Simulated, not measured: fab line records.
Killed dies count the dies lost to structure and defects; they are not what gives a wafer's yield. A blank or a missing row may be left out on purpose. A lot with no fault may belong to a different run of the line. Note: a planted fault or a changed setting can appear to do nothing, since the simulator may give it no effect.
Split-lot trial	flow n5Finfet	21 wafers read across 7 lots, on a route 1938 steps long

## ABOUT THE SPLIT
At N5_BEOL_M7_DESCUM_33 (chemistry O2, time 7 s), the setting timeS was moved away from the recipe's 7 s on 7 of the 21 wafers read, by -8.0% to +17.0%. The other wafers ran this setting at the recipe's value.

## FROM THE SPLIT TO THE READING: what the file shows between them, 1 step
- N5_BEOL_M7_ETCH_72: etches underlayer in N2/H2, target depth 6.5 nm, time 5.2 s

## THE READING
CAR-EUV_of_BEOL_M7_COAT_22.thkNm (the simulator's own value, which no gauge read), in nm, at N5_BEOL_M7_ETCH_65 (etches SiARC in CF4, target depth 15.6 nm, time 26 s). No usual value for it is given in the file. The 14 wafers here that ran the recipe average 11.2 nm, standard deviation 0.082 nm.

wafer	tool, chamber at the split	timeS as run, s	against the recipe	CAR-EUV_of_BEOL_M7_COAT_22.thkNm, nm	against lot-mates on the recipe
L075.1	rieDiel-04, 2	7	recipe	11.2	-
L075.2	rieDiel-04, 3,1	8.189	+17.0%	10.6	-0.6
L075.4	rieDiel-04, 3,1	8.189	+17.0%	10.6	-0.6
L078.2	rieDiel-03, 2,1	7	recipe	11	-
L078.5	rieDiel-03, 2	7.657	+9.4%	10.8	-0.3
L078.6	rieDiel-03, 2,1	7	recipe	11.2	-
L079.1	rieDiel-03, 1,3	6.439	-8.0%	11.4	+0.4
L079.3	rieDiel-03, 1,3	6.439	-8.0%	11.4	+0.4
L079.4	rieDiel-03, 2	7	recipe	11	-
L080.2	rieDiel-04, 2,3	7	recipe	11.2	-
L080.3	rieDiel-04, 3	7	recipe	11.2	-
L080.5	rieDiel-04, 2,3	7	recipe	11.2	-
L082.3	rieDiel-03, 3	7	recipe	11	-
L082.4	rieDiel-03, 2,0	7	recipe	11.2	-
L082.5	rieDiel-03, 2,0	7	recipe	11.2	-
L088.1	rieDiel-04, 1	7	recipe	11.2	-
L088.5	rieDiel-04, 0,1	7.722	+10.3%	10.8	-0.4
L088.6	rieDiel-04, 0,1	7.722	+10.3%	10.8	-0.4
L089.1	rieDiel-02, 2,0,0	7	recipe	11.2	-
L089.4	rieDiel-02, 2,0,0	7	recipe	11.2	-
L089.6	rieDiel-02, 2,0,0	7	recipe	11.2	-
Where a row lists several chambers, the file gives one row for several wafers and doesn't say which wafer went through which chamber.

FIT RESULTS
A straight line over all 21 wafers: CAR-EUV_of_BEOL_M7_COAT_22.thkNm changes by -0.0331 nm for each +1% of timeS; r = -0.95; the points scatter about the line by 0.072 nm.
The same after taking each lot's own level away (the mean of its wafers on the recipe; 21 wafers): -0.0384 nm for each +1%; r = -0.98; scatter 0.06 nm.
Per that fit: largest timeS move, reading shift of 0.65 nm.
From 11.00 to 11.20 nm: that is the span of the lots' own levels, equal to 2.4 times the standard deviation above.
Hence the slope depends on the lot-to-lot level, as the two fits are not the same.
Check: -0.651 nm against its lot-mates is what the line predicts for one of the wafers moved furthest among these (+17.0%) when that wafer is left out of the fit. Against them it came out at -0.6 nm.

## FURTHER SPLITS ON THESE WAFERS
Other splits were also applied to these wafers ahead of the reading. Each is held against what the fit with the lots' levels taken away leaves over:
other split on the same wafers	wafers away from the commonest value	r with CAR-EUV_of_BEOL_M7_COAT_22.thkNm (lot level and that fit taken away)
N5_BEOL_M3_COAT_67 spinRpm	10	-0.22
N5_BEOL_M3_COAT_22 spinRpm	6	+0.11
N5_BEOL_M5_COAT_22 spinRpm	6	+0.11
N5_BEOL_M6_VIA_ETCH_34 timeS	7	-0.08
N5_BEOL_M6_ETCH_41 timeS	5	+0.10

## THE WHOLE CHAIN: every reading that the file lists as answering this split, in the file's order
step	what it does	reading	change (the file's fit)	r (the file's)
N5_BEOL_M7_DESCUM_33	chemistry O2, time 7 s	CAR-EUV_of_BEOL_M7_COAT_22.thkNm (the simulator's own value, which no gauge read)	-0.0317 nm for each +1% of the setting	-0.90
N5_BEOL_M7_ETCH_65	etches SiARC in CF4, target depth 15.6 nm, time 26 s	CAR-EUV_of_BEOL_M7_COAT_22.thkNm (the simulator's own value, which no gauge read)	-0.0372 nm for each +1% of the setting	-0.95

## FILE'S OWN FIT
CAR-EUV_of_BEOL_M7_COAT_22.thkNm changes by -0.0372 nm for each +1% of timeS, r = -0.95.
